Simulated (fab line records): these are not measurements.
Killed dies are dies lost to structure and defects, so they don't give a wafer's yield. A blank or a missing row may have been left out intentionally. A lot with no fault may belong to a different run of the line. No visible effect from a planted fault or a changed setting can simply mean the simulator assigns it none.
Chamber matching / flow n5Finfet / N5_BEOL_M15_VIA_ETCH_16 on rieDiel-06: 4 sister chambers
The step etches SiO2 in C4F8/O2/Ar, target depth 1792.2 nm. 8 wafers are shown with their chamber, then 7 later ones without.

## EACH WAFER AND ITS CHAMBER
wafer=L074.5; chamber=0; rfVppV (V)=2242; showerheadPlenumPTorr (Torr)=3.40
wafer=L081.5; chamber=2; rfVppV (V)=2207; showerheadPlenumPTorr (Torr)=3.32
wafer=L082.6; chamber=0; rfVppV (V)=2243; showerheadPlenumPTorr (Torr)=3.39
wafer=L083.1; chamber=1; rfVppV (V)=2171; showerheadPlenumPTorr (Torr)=3.45
wafer=L083.3; chamber=3; rfVppV (V)=2167; showerheadPlenumPTorr (Torr)=3.25
wafer=L083.4; chamber=2; rfVppV (V)=2208; showerheadPlenumPTorr (Torr)=3.31
wafer=L086.3; chamber=3; rfVppV (V)=2167; showerheadPlenumPTorr (Torr)=3.25
wafer=L086.4; chamber=1; rfVppV (V)=2171; showerheadPlenumPTorr (Torr)=3.45

## WAFERS WITH NO CHAMBER GIVEN
wafer=L086.5; rfVppV (V)=2167; showerheadPlenumPTorr (Torr)=3.25
wafer=L087.1; rfVppV (V)=2172; showerheadPlenumPTorr (Torr)=3.44
wafer=L087.4; rfVppV (V)=2207; showerheadPlenumPTorr (Torr)=3.31
wafer=L087.5; rfVppV (V)=2241; showerheadPlenumPTorr (Torr)=3.39
wafer=L089.1; rfVppV (V)=2173; showerheadPlenumPTorr (Torr)=3.44
wafer=L089.3; rfVppV (V)=2207; showerheadPlenumPTorr (Torr)=3.31
wafer=L089.5; rfVppV (V)=2208; showerheadPlenumPTorr (Torr)=3.31

## WHICH CHAMBER EACH WENT THROUGH
wafer=L086.5; from the rows above=3; in truth=3
wafer=L087.1; from the rows above=1; in truth=1
wafer=L087.4; from the rows above=2; in truth=2
wafer=L087.5; from the rows above=0; in truth=0
wafer=L089.1; from the rows above=1; in truth=1
wafer=L089.3; from the rows above=2; in truth=2
wafer=L089.5; from the rows above=2; in truth=2
Placed correctly: 7 of 7. From these rows, 0 cannot be placed. Wrongly placed: 0.
How it was worked out, from the rows above alone: a wafer's distance from a chamber is the root of the sum, over the readings, of the square of ((its reading less the chamber's mean) divided by the reading's scatter). The wafer belongs to the nearest chamber; if the next one is less than 2 further off, it can't be placed. For every chamber, the mean is computed from those of its wafers that are shown. The scatter: the root of (the sum of the squares of (reading less its chamber's mean) over the shown wafers, divided by (wafers less chambers)).
